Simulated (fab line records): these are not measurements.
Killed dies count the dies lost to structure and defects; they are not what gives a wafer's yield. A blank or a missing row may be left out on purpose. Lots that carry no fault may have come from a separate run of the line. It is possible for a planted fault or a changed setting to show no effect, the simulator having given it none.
A lot that was struck, set against a sound lot || flow n5_finfet || 14 out of 1938 route steps
Sound: wafers L836.1, L836.4, L836.6. Wafers L855.2, L855.4, L855.5 were the ones struck. At the end, the cause is stated.
Each step with rows lists, per side, the tool, then ch with its chambers, then its first start. Under that, the readings that differ: sound wafers || struck wafers || difference of the means || sigmas: that difference in standard deviations of wafers without a fault.
alike: same words and numbers on both sides, and readings whose means sit less than 2 such deviations apart. not compared: any withheld reading, any reading some wafer has no value for, any bound like >300 that may hide the same value, and any number with overlapping values for which the record gives no deviation.
The two part at a step that has a row with sigmas, a row that says differs or no value, or rows on one side only. When numbers do not overlap yet have no deviation, they are printed without sigmas and do not part them. A reading that every wafer of one side lacks parts them only if that side has two wafers or more.

N5_BEOL_M9_STRIP_67: strips in CF4.
  sound on rie_diel-05 ch 0,1,3, day 11 10:52; struck on rie_diel-05 ch 1,3, day 16 20:05
  alike: chamber_pressure_mTorr, drypump_motor_current_A, oes_product_au, rf_vpp_V, showerhead_plenum_p_Torr, throttle_valve_pct
  not compared: rf_hours_counter_h
N5_BEOL_M9_HM_OPEN_17: chemistry Cl2/BCl3, target TiN, target depth 20 nm, overetch 6 nm.
  sound on rie_metal-03 ch 0,1, day 11 10:55; struck on rie_metal-03 ch 0, day 16 20:07
{"reading": "rf_fwd_power_W (W)", "sound": "994 988 986", "struck": "1000 998 998", "difference": "+9", "sigmas": "+2"}
  alike: bcl3_flow_sccm, chamber_pressure_mTorr, drypump_motor_current_A, oes_product_au, throttle_valve_pct
  not compared: rf_hours_counter_h
N5_BEOL_M9_STRIP_19: strips in O2.
  sound on rie_diel-02 ch 0,1,2, day 11 11:08; struck on rie_diel-05 ch 2,3, day 16 20:14
  alike: chamber_pressure_mTorr, drypump_motor_current_A, oes_product_au, rf_vpp_V, showerhead_plenum_p_Torr, throttle_valve_pct
  not compared: rf_hours_counter_h
N5_BEOL_M9_CD_MEAS_18: pitch 140 nm, target cd 70 nm.
  sound on cd_sem-02, day 11 11:12; struck on cd_sem-01, day 16 20:18
  alike: cd_nm
then, 8 steps without rows for these wafers: N5_BEOL_M9_COAT_63 (time 60 s, resist thk 60 nm); N5_BEOL_M9_COAT_64 (time 60 s, resist thk 12 nm); N5_BEOL_M9_COAT_75 (time 60 s, resist thk 5 nm); N5_BEOL_M9_COAT_22 (resist thk 30 nm); N5_BEOL_M9_EBR_24; N5_BEOL_M9_SOFTBAKE_23 (time 60 s); N5_BEOL_M9_EXPOSE_25 (exposes mask V8); N5_BEOL_M9_PEB_26 (peb time 60 s).
N5_BEOL_M9_DEVELOP_27: develop time 30 s.
  struck on litho_track-04, day 16 21:32; sound on litho_track-02 ch 0, day 11 11:36
  no value came back on the struck wafers for chill_plate_temp_C (C), develop_time_s (s), developer_temp_C (C); on the sound wafers chill_plate_temp_C (C) reads 23.01 23.03 23.09
{"reading": "model.CAR-EUV_of_BEOL_M9_COAT_22.thk_nm (nm)", "sound": "29.4 29.2 29.4", "struck": "29.8 29.8 30", "difference": "+0.5", "sigmas": ""}
N5_BEOL_M9_CD_MEAS_28 targets a cd of 70 nm.
  sound on cd_sem-01 ch 0, day 11 11:40; struck on cd_sem-03 ch 0, day 16 21:36
{"reading": "cd_nm (nm)", "sound": "70.13 69.73 69.86", "struck": "- - -", "difference": "no value on the struck wafers", "sigmas": ""}

## WHERE THEY PART
Earliest at N5_BEOL_M9_HM_OPEN_17; latest, in this record, at N5_BEOL_M9_CD_MEAS_28.

WHY: what the simulator had put in
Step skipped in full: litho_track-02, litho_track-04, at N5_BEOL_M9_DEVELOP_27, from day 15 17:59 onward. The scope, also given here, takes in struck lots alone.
